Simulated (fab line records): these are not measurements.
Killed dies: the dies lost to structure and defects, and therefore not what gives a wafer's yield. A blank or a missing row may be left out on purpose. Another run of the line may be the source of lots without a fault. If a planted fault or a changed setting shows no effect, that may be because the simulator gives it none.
A lot that was struck, set against a sound lot	flow n5 finfet	18 steps out of a route of 1938
Sound: these wafers, L802.1, L802.2, L802.6. Struck: wafer L810.6; the same lot's L810.4 was not struck, so it is left out; see the end for the cause.
For every step that has rows: the tool of each side, followed by ch and its chambers, followed by its first start. Under that, the readings that differ: sound wafers	struck wafers	difference of the means	sigmas: that difference in standard deviations of wafers without a fault.
alike: readings with means less than 2 such deviations apart, plus words and numbers identical on both sides. not compared: withheld readings, readings lacking a value on some wafer, bounds such as >300 that could conceal the same value, and numbers that have no deviation in the record and whose values overlap.
A row with sigmas, a row that says differs or no value, or rows on one side alone: a step with any of these is where the two part. Numbers that have no deviation but don't overlap get no sigmas and don't part them. A reading missing from all wafers of one side parts the sides only when that side holds two or more wafers.

N5_PASSIVATION_STRIP_14: strips in O2.
  sound on rie diel-02 ch 1,3, day 13 01:56; struck on rie diel-01 ch 3, day 15 00:43
  alike: drypump motor current A, oes product au, rf vpp V, showerhead plenum p Torr, throttle valve pct
  not compared: rf hours counter h
N5_PASSIVATION_ETCH_15: etches SiCN in CF4/N2, target depth 75 nm, time 81.2 s.
  sound: rie diel-02 ch 1,3; struck: rie diel-01 ch 3
reading	sound	struck	difference	sigmas
throttle valve pct (%)	15.15 15.25 15.25	15.61	+0.39	+2
  alike: cf4 flow sccm, drypump motor current A, mfc ar sccm, oes product au, rf vpp V, showerhead plenum p Torr
  not compared: rf hours counter h
then, 2 steps without rows for these wafers: N5_PASSIVATION_STRIP_73 (strips in post etch residue remover, time 60 s); N5_PASSIVATION_SRD_17 (time 30 s, dry time 30 s).
N5_PASSIVATION_DEGAS_18: time 60 s.
  sound on pvd sputter-01, day 13 02:50; struck on pvd sputter-03, day 15 00:56
  alike: heater power w
N5_PASSIVATION_PRE_CLEAN_19:
  sound on pvd sputter-01, day 13 02:52; struck on pvd sputter-03, day 15 00:59
  alike: heater power w
then, 1 step without rows for these wafers: N5_PASSIVATION_SPUTTER_20 (material TaN, target thk 50 nm).
N5_PASSIVATION_AL_DEP_21: deposits Al, target thk 2800 nm, time 170 s.
  sound on pvd sputter-01, day 13 03:01; struck on pvd sputter-03, day 15 01:07
  alike: throttle valve pct
then, 4 steps without rows for these wafers: N5_PASSIVATION_HMDS_23 (time 60 s); N5_PASSIVATION_COAT_24; N5_PASSIVATION_EBR_26; N5_PASSIVATION_SOFTBAKE_25 (time 90 s).
N5_PASSIVATION_EXPOSE_27: exposes mask PAD, defocus 0 nm.
  sound on krf scanner-01 ch 0, day 13 03:19; struck on krf scanner-01 ch 0, day 15 01:26
  alike: mask
then, 3 steps without rows for these wafers: N5_PASSIVATION_PEB_28; N5_PASSIVATION_DEVELOP_29 (develop time 60 s); N5_PASSIVATION_HARDBAKE_31 (time 120 s).
N5_PASSIVATION_CD_MEAS_30: target cd 4000 nm.
  sound on cd sem-02 ch 0, day 13 03:29; struck on cd sem-03 ch 0, day 15 01:36
reading	sound	struck	difference	sigmas
cd nm (nm)	4000.0 4003.4 4003.8	4011.2	+8.8	+4
N5_PASSIVATION_OVL_MEAS_63:
  sound on overlay-01 ch 0, day 13 03:31; struck on overlay-01 ch 0, day 15 01:37
reading	sound	struck	difference	sigmas
PAD_OVL (nm)	-4 5 6	-10	-12	-2

## WHERE THEY PART
Last at N5_PASSIVATION_OVL_MEAS_63 as far as this record goes, first at N5_PASSIVATION_ETCH_15.

WHY: what the simulator had put in
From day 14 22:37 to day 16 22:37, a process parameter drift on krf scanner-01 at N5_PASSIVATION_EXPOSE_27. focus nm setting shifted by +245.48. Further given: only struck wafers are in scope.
